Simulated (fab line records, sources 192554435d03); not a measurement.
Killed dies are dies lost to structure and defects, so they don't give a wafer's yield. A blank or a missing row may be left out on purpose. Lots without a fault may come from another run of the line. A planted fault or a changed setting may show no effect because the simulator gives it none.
fab line records | flow n5_finfet
record lots=11 wafers=32 last_day=18
route steps=1938 shown BEOL_M0_CUTY@709 BEOL_M0@739 BEOL_M4@1111
lots that met no fault: from a run of the same line without faults
start_h: hours from the record's first day to the start of the lot's first wafer shown | wait_h: hours since the lot's step before | " the same as in the row above | L1.1+2: a row that stands for several wafers | - no value, or no start given | * or withheld: withheld | < > ~ a bound
route shown NAME@n: a module of which the file shows steps, and the number in the route of the first | usual: mean/standard deviation of fault-free wafers | same: alike in all rows | chamber/n: place in a boat | sites: the reading at each site | _std_site: their standard deviation | _edge_site: outer sites' mean less inner sites' | radius_mm: how far each site lies from the wafer's centre | mask NAME#n: copy n | behind: the tool/chamber that last shaped the wafer | hold: why the lot was held/for how many hours/how that ended | device: the transistor (n, p or np) that didn't switch | end of line: the same wafers' tests at the end of the route | a step without rows: its recipe alone | killed: dies lost to structure and defects at the first sort, not the wafer's yield | map: a wafer's dies, x killed, . not, _ none there
set.NAME: the setting as run; set.NAME@STEP: as run at that earlier step | model.NAME: the simulator's own value behind a step, which no gauge read
steps of the route over a sample of lots; a table a step, a row a wafer
services: from which hour (start_h, from the record's first day; less than 0 if before it) a tool's chamber was out of use, for how many hours, and why
## steps
# step N5_BEOL_M0_CUTY_OVL_MEAS_58
# recipe points_per_wafer=44
# usual M0_ABLK_OVL=0.5/0.71
# columns lot.wafer tool chamber start_h wait_h M0_ABLK_OVL[nm]
L215.1 overlay-02 0 114.25 0.0 0.5
L215.4 " 0 " " -1.2
L215.5 " 0 " " 0.9
L217.2 overlay-02 0 125.33 0.0 -0.8
L217.4 " 0 " " 0.5
L217.6 " 0 " " -0.1
L218.2 overlay-02 0 133.45 0.0 0.6
L218.3 " 0 " " 1.1
L218.5 " 0 " " 2.2
L223.5 overlay-02 0 166.68 0.0 0.6
L223.6 " 0 " " 1.4
L224.2 overlay-02 0 169.84 0.0 0.2
L224.4 " 0 " " -0.3
L224.5 " 0 " " 0.5
L226.2 overlay-01 0 185.60 0.0 -0.6
L226.3 " 0 " " 1.4
L226.4 " 0 " " 0.1
L231.2 overlay-01 0 208.25 0.0 -0.5
L231.3 " 0 " " 0.3
L231.4 " 0 " " -0.3
L233.2 overlay-01 0 224.29 0.0 -0.1
L233.4 " 0 " " 0.5
L233.6 " 0 " " 0.7
L236.1 overlay-02 0 234.55 0.0 0.4
L236.3 " 0 " " -1.2
L236.5 " 0 " " -0.5
L237.1 overlay-01 0 246.97 0.0 0.3
L237.3 " 0 " " -0.4
L237.5 " 0 " " -1.1
L238.2 overlay-01 0 250.62 0.0 1.2
L238.3 " 0 " " 0.8
L238.5 " 0 " " 0.4
# step N5_BEOL_M0_ANNEAL_135
# recipe temp_c=400 time_s=60 ambient=vacuum
# usual heater_power_w=834/84
# columns lot.wafer tool chamber start_h wait_h heater_power_w
L215.1 pvd_sputter-02 - 120.01 0.0 758
L215.4 " - " " 916
L215.5 " - " " 899
L217.2 pvd_sputter-01 - 128.76 0.0 812
L217.4 " - " " 868
L217.6 " - " " 807
L218.2 pvd_sputter-03 - 136.90 0.0 714
L218.3 " - " " 974
L218.5 " - " " 985
L223.5 pvd_sputter-01 - 171.46 0.0 869
L223.6 " - " " 835
L224.2 pvd_sputter-02 - 173.16 0.0 759
L224.4 " - " " 741
L224.5 " - " " 822
L226.2 pvd_sputter-01 - 188.82 0.0 741
L226.3 " - " " 857
L226.4 " - " " 806
L231.2 pvd_sputter-01 - 213.22 0.0 877
L231.3 " - " " 765
L231.4 " - " " 799
L233.2 pvd_sputter-01 - 229.92 0.0 824
L233.4 " - " " 749
L233.6 " - " " 830
L236.1 pvd_sputter-01 - 241.00 0.0 803
L236.3 " - " " 859
L236.5 " - " " 860
L237.1 pvd_sputter-02 - 254.23 0.0 739
L237.3 " - " " 818
L237.5 " - " " 723
L238.2 pvd_sputter-01 - 255.88 0.0 716
L238.3 " - " " 820
L238.5 " - " " 807
# step N5_BEOL_M0_CO_CAP_123
# recipe material=Co target_thk_a=20 temp_c=200 precursor=CCTBA/H2 pressure_torr=30 time_s=102.1
# usual heater_power_w=250/27 run_length_s=124.3/0.53
# columns lot.wafer tool chamber start_h wait_h heater_power_w run_length_s
L215.1 cvd_co-01 1 120.92 0.0 243 124.5
L215.4 " 1 " " 237 124.4
L215.5 " 2 " " 225 123.8
L217.2 cvd_co-02 2 130.35 0.0 291 124.0
L217.4 " 2 " " 293 124.0
L217.6 " 0 " " 270 125.2
L218.2 cvd_co-01 0 138.28 0.0 214 123.8
L218.3 " 1 " " 240 124.1
L218.5 " 1 " " 246 124.4
L223.5 cvd_co-02 2 172.44 0.0 296 124.0
L223.6 " 0 " " 266 175.7
L224.2 cvd_co-02 1 174.08 0.0 257 125.3
L224.4 " 0 " " 262 175.1
L224.5 " 2 " " 287 124.6
L226.2 cvd_co-02 0 189.74 0.0 272 125.3
L226.3 " 1 " " 266 125.1
L226.4 " 1 " " 262 175.4
L231.2 cvd_co-01 0 214.13 0.0 208 123.9
L231.3 " 2 " " 229 124.0
L231.4 " 1 " " 240 123.7
L233.2 cvd_co-01 1 231.18 0.0 234 123.5
L233.4 " 0 " " 217 124.0
L233.6 " 2 " " 236 124.1
L236.1 cvd_co-02 1 241.96 0.0 259 125.0
L236.3 " 0 " " 268 124.7
L236.5 " 2 " " 299 124.2
L237.1 cvd_co-01 1 255.14 0.0 238 124.1
L237.3 " 0 " " 211 124.7
L237.5 " 2 " " 235 123.5
L238.2 cvd_co-01 2 256.88 0.0 233 124.2
L238.3 " 0 " " 217 124.3
L238.5 " 2 " " 229 124.1
# step N5_BEOL_M0_DEP_125
# recipe material=SiCN target_thk_a=80 temp_c=withheld precursor=3MS/NH3 pressure_torr=3 rf_w=202 time_s=14
# usual rf_fwd_power_W=199.4/1.3 showerhead_plenum_p_Torr=3.666/0.018 throttle_valve_pct=8.9/0.69
# columns lot.wafer tool chamber start_h wait_h rf_fwd_power_W showerhead_plenum_p_Torr throttle_valve_pct
L215.1 pecvd-04 2 121.03 0.0 201.5 3.647 8.2
L215.4 " 1 " " 199.6 3.660 9.6
L215.5 " 2 " " 200.6 3.651 8.1
L217.2 pecvd-02 0 130.50 0.0 199.7 3.685 9.8
L217.4 " 1 " " 200.3 3.647 8.5
L217.6 " 0 " " 200.5 3.677 9.8
L218.2 pecvd-02 1 138.39 0.0 199.0 3.648 8.7
L218.3 " 0 " " 200.7 3.679 9.7
L218.5 " 2 " " 200.6 3.637 8.5
L223.5 pecvd-04 0 172.54 0.0 200.5 3.671 8.9
L223.6 " 2 " " 200.1 3.653 8.5
L224.2 pecvd-02 1 174.20 0.0 199.8 3.637 8.7
L224.4 " 0 " " 200.3 3.680 9.7
L224.5 " 1 " " 200.1 3.644 9.0
L226.2 pecvd-03 2 189.86 0.0 197.6 3.650 9.3
L226.3 " 1 " " 197.1 3.667 7.9
L226.4 " 0 " " 200.7 3.693 9.6
L231.2 pecvd-03 0 214.26 0.0 200.1 3.687 9.6
L231.3 " 0 " " 199.9 3.677 9.8
L231.4 " 1 " " 197.6 3.678 7.9
L233.2 pecvd-04 1 231.29 0.0 199.9 3.671 9.3
L233.4 " 2 " " 201.6 3.645 8.3
L233.6 " 1 " " 199.2 3.664 9.5
L236.1 pecvd-03 0 242.08 0.0 199.4 3.693 9.9
L236.3 " 1 " " 198.1 3.687 8.0
L236.5 " 2 " " 198.3 3.654 8.1
L237.1 pecvd-02 2 255.26 0.0 199.7 3.650 8.6
L237.3 " 1 " " 198.6 3.658 8.7
L237.5 " 2 " " 198.8 3.656 8.6
L238.2 pecvd-03 1 256.99 0.0 197.2 3.683 7.9
L238.3 " 0 " " 200.7 3.686 10.0
L238.5 " 0 " " 201.4 3.688 9.7
# step N5_BEOL_M4_RC_MEAS_101
# usual DIBL_N=36.5/1.4 DIBL_P=36.9/1.7 IOFF_N=0.163/0.023 IOFF_P=0.22/0.032 ION_N=673/9 ION_P=462/7.5 SS_N=71.6/0.54 SS_P=73.4/0.62 VT_N=249.8/2.8 VT_P=-250/3.5
# columns lot.wafer tool chamber start_h wait_h DIBL_N[mV/V] DIBL_P[mV/V] IOFF_N[nA/um] IOFF_P[nA/um] ION_N[uA/um] ION_P[uA/um] SS_N[mV/dec] SS_P[mV/dec] VT_N[mV] VT_P[mV]
L215.1 prober-02 0 164.82 0.0 35.6 35.4 0.143 0.19 663 459 71.8 73.3 252.3 -255
L215.4 " 0 " " 36.6 36.4 0.167 0.20 665 450 72.1 73.2 249.5 -253
L215.5 " 0 " " 35.5 35.4 0.149 0.19 674 461 71.7 72.7 251.7 -255
L217.2 prober-02 0 182.56 0.2 36.8 36.5 0.161 0.26 684 479 71.6 73.5 249.2 -243
L217.4 " 0 " " 37.5 36.5 0.173 0.25 680 475 72.0 73.7 247.9 -248
L217.6 " 0 " " 38.1 37.9 0.186 0.29 689 482 71.9 73.7 245.9 -244
L218.2 prober-01 0 186.04 0.2 36.1 37.5 0.159 0.23 674 469 71.1 73.0 248.9 -247
L218.3 " 0 " " 37.7 39.1 0.190 0.27 678 469 71.6 73.6 249.7 -248
L218.5 " 0 " " 35.5 36.7 0.152 0.22 677 471 71.4 73.6 253.0 -252
L223.5 prober-01 0 213.73 0.6 35.8 37.3 0.174 0.25 672 469 71.7 74.3 246.6 -248
L223.6 " 0 " " 36.5 37.8 0.187 0.27 679 469 73.1 73.4 249.4 -246
L224.2 prober-02 0 216.07 0.2 33.7 34.2 0.114 0.14 642 441 71.0 72.4 256.7 -258
L224.4 " 0 " " 35.0 37.2 0.146 0.18 671 453 71.8 72.6 250.6 -256
L224.5 " 0 " " 35.0 36.4 0.137 0.17 670 453 71.4 73.4 253.7 -256
L226.2 prober-02 0 246.91 0.2 37.1 38.5 0.184 0.22 680 458 71.3 74.1 245.7 -253
L226.3 " 0 " " 36.3 37.9 0.174 0.21 664 456 72.3 73.2 247.0 -251
L226.4 " 0 " " 36.3 36.7 0.162 0.20 667 450 72.1 73.7 249.6 -253
L231.2 prober-02 0 272.90 0.2 38.2 39.0 0.202 0.26 680 470 71.1 73.4 245.6 -246
L231.3 " 0 " " 35.8 36.5 0.160 0.21 660 454 71.4 72.9 248.4 -249
L231.4 " 0 " " 35.6 35.4 0.148 0.19 676 460 71.3 73.3 250.4 -252
L233.2 prober-01 0 280.63 0.2 37.0 38.6 0.158 0.21 673 466 71.4 73.5 249.6 -250
L233.4 " 0 " " 38.6 40.0 0.175 0.22 676 457 72.2 73.9 251.9 -253
L233.6 " 0 " " 38.9 39.9 0.186 0.23 676 459 72.4 74.1 250.7 -251
L238.2 prober-02 0 303.82 0.2 37.3 36.0 0.184 0.25 675 464 71.8 73.7 246.7 -246
L238.3 " 0 " " 38.3 37.0 0.213 0.29 673 460 71.7 74.9 245.4 -246
L238.5 " 0 " " 37.7 35.6 0.183 0.25 673 462 72.7 74.1 249.9 -247
L236.1 prober-01 0 307.65 0.0 32.4 32.4 0.116 0.17 662 457 70.1 72.2 252.3 -253
L236.3 " 0 " " 33.6 34.1 0.125 0.18 672 472 70.4 72.7 252.2 -251
L236.5 " 0 " " 33.5 33.6 0.126 0.17 670 458 70.2 72.0 247.5 -254
L237.1 prober-02 0 309.87 0.0 37.4 36.8 0.154 0.21 669 464 71.8 73.0 251.2 -249
L237.3 " 0 " " 35.0 33.4 0.117 0.16 668 456 71.4 72.8 254.7 -253
L237.5 " 0 " " 37.4 36.2 0.156 0.20 664 455 71.9 73.4 252.8 -249
## services
# columns tool chamber start_h hours kind
pvd_sputter-03 - 102.19 3.2 repair
cvd_co-02 1 114.77 - clean
cvd_co-02 1 114.77 22.0 scheduled_down
cvd_co-02 1 114.77 22.0 vent_cycle
pecvd-04 1 147.43 2.1 scheduled_down
pecvd-02 0 186.26 5.5 scheduled_down
pecvd-02 1 199.61 2.1 scheduled_down
pecvd-03 2 202.38 - clean
pecvd-03 2 202.38 - consumable_replace:showerhead
pecvd-03 2 202.38 29.0 scheduled_down
pecvd-03 2 202.38 29.0 vent_cycle
pecvd-02 0 210.02 2.1 scheduled_down
pecvd-04 - 221.49 0.8 repair
pecvd-04 - 225.70 4.3 pm
## key
first_sign step=N5_BEOL_M0_CO_CAP_123 reading=run_length_s direction=up sigmas=96 usual=* struck=*
effect none on later readings
met_at N5_BEOL_M0_CO_CAP_123
struck_lots L223,L224,L226
struck_wafers L223.6,L224.4,L226.4
not_acting_at N5_BEOL_M0_CUTY_OVL_MEAS_58,N5_BEOL_M0_ANNEAL_135,N5_BEOL_M0_DEP_125
onset_between 130.35 172.44
fault kind=process_parameter_drift tool=cvd_co-02 chamber=- onset_h=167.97 steps=N5_BEOL_M0_CO_CAP_123 channel=time_s offset=* shape=step end_h=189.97 scope=struck_wafers_only acts_in=* stated=*
